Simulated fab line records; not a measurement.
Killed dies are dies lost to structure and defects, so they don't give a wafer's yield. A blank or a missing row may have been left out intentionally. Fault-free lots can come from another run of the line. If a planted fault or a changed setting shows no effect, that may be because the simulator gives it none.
Chamber matching || flow nand_harc || NHARC_A_CONTACT_CMP_20 on cmp-03 has 4 sister chambers
The step polishes, t overpolish 30 s, target thk 300 nm. 8 wafers are shown with their chamber, then 11 later ones without.

== WAFERS PAIRED WITH THEIR CHAMBERS ==
{"wafer": "L076.4", "chamber": 0, "motor_current_A (A)": 11.3, "slurry_filter_dp_kPa (kPa)": 13.32}
{"wafer": "L081.2", "chamber": 0, "motor_current_A (A)": 11.2, "slurry_filter_dp_kPa (kPa)": 13.47}
{"wafer": "L081.6", "chamber": 2, "motor_current_A (A)": 12.2, "slurry_filter_dp_kPa (kPa)": 13.74}
{"wafer": "L085.1", "chamber": 2, "motor_current_A (A)": 12.1, "slurry_filter_dp_kPa (kPa)": 13.37}
{"wafer": "L087.5", "chamber": 1, "motor_current_A (A)": 10.1, "slurry_filter_dp_kPa (kPa)": 13.47}
{"wafer": "L088.3", "chamber": 1, "motor_current_A (A)": 10.5, "slurry_filter_dp_kPa (kPa)": 13.46}
{"wafer": "L088.6", "chamber": 3, "motor_current_A (A)": 12.0, "slurry_filter_dp_kPa (kPa)": 13.49}
{"wafer": "L091.3", "chamber": 3, "motor_current_A (A)": 10.9, "slurry_filter_dp_kPa (kPa)": 13.53}

== WAFERS WITHOUT THEIR CHAMBER ==
{"wafer": "L091.5", "motor_current_A (A)": 10.1, "slurry_filter_dp_kPa (kPa)": 13.66}
{"wafer": "L091.6", "motor_current_A (A)": 11.8, "slurry_filter_dp_kPa (kPa)": 13.55}
{"wafer": "L090.3", "motor_current_A (A)": 10.0, "slurry_filter_dp_kPa (kPa)": 13.53}
{"wafer": "L090.4", "motor_current_A (A)": 11.8, "slurry_filter_dp_kPa (kPa)": 13.51}
{"wafer": "L090.5", "motor_current_A (A)": 12.8, "slurry_filter_dp_kPa (kPa)": 13.42}
{"wafer": "L092.1", "motor_current_A (A)": 13.1, "slurry_filter_dp_kPa (kPa)": 13.33}
{"wafer": "L092.3", "motor_current_A (A)": 10.9, "slurry_filter_dp_kPa (kPa)": 13.55}
{"wafer": "L092.6", "motor_current_A (A)": 12.7, "slurry_filter_dp_kPa (kPa)": 13.47}
{"wafer": "L096.1", "motor_current_A (A)": 10.1, "slurry_filter_dp_kPa (kPa)": 13.52}
{"wafer": "L096.2", "motor_current_A (A)": 11.8, "slurry_filter_dp_kPa (kPa)": 13.68}
{"wafer": "L096.3", "motor_current_A (A)": 11.4, "slurry_filter_dp_kPa (kPa)": 13.65}

== THE CHAMBER EACH PASSED THROUGH ==
{"wafer": "L091.5", "from the rows above": "can't be placed: 1 or 0 or 3", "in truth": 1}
{"wafer": "L091.6", "from the rows above": "can't be placed: 2 or 3 or 0", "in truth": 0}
{"wafer": "L090.3", "from the rows above": 1, "in truth": 1}
{"wafer": "L090.4", "from the rows above": "can't be placed: 3 or 2 or 0", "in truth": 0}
{"wafer": "L090.5", "from the rows above": "can't be placed: 2 or 3 or 0", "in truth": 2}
{"wafer": "L092.1", "from the rows above": "can't be placed: 2 or 3 or 0", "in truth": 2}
{"wafer": "L092.3", "from the rows above": "can't be placed: 3 or 0 or 1 or 2", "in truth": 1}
{"wafer": "L092.6", "from the rows above": "can't be placed: 2 or 3", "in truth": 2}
{"wafer": "L096.1", "from the rows above": 1, "in truth": 1}
{"wafer": "L096.2", "from the rows above": "can't be placed: 2 or 3 or 0", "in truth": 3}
{"wafer": "L096.3", "from the rows above": "can't be placed: 3 or 0 or 2 or 1", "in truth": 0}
Correct placement for 2 of the 11. These rows do not allow placing 9 (true chamber among the candidates in 9). 0 placed wrongly.
How it was worked out, from the rows above alone: a wafer's distance from a chamber is the root of the sum, over the readings, of the square of ((its reading less the chamber's mean) divided by the reading's scatter). The wafer belongs to the nearest chamber; if the next one is less than 2 further off, it can't be placed. Each chamber's mean is taken over the wafers shown for it. The scatter is the square root of a quotient: the sum, over the shown wafers, of each reading's squared deviation from its chamber's mean, divided by wafers minus chambers.
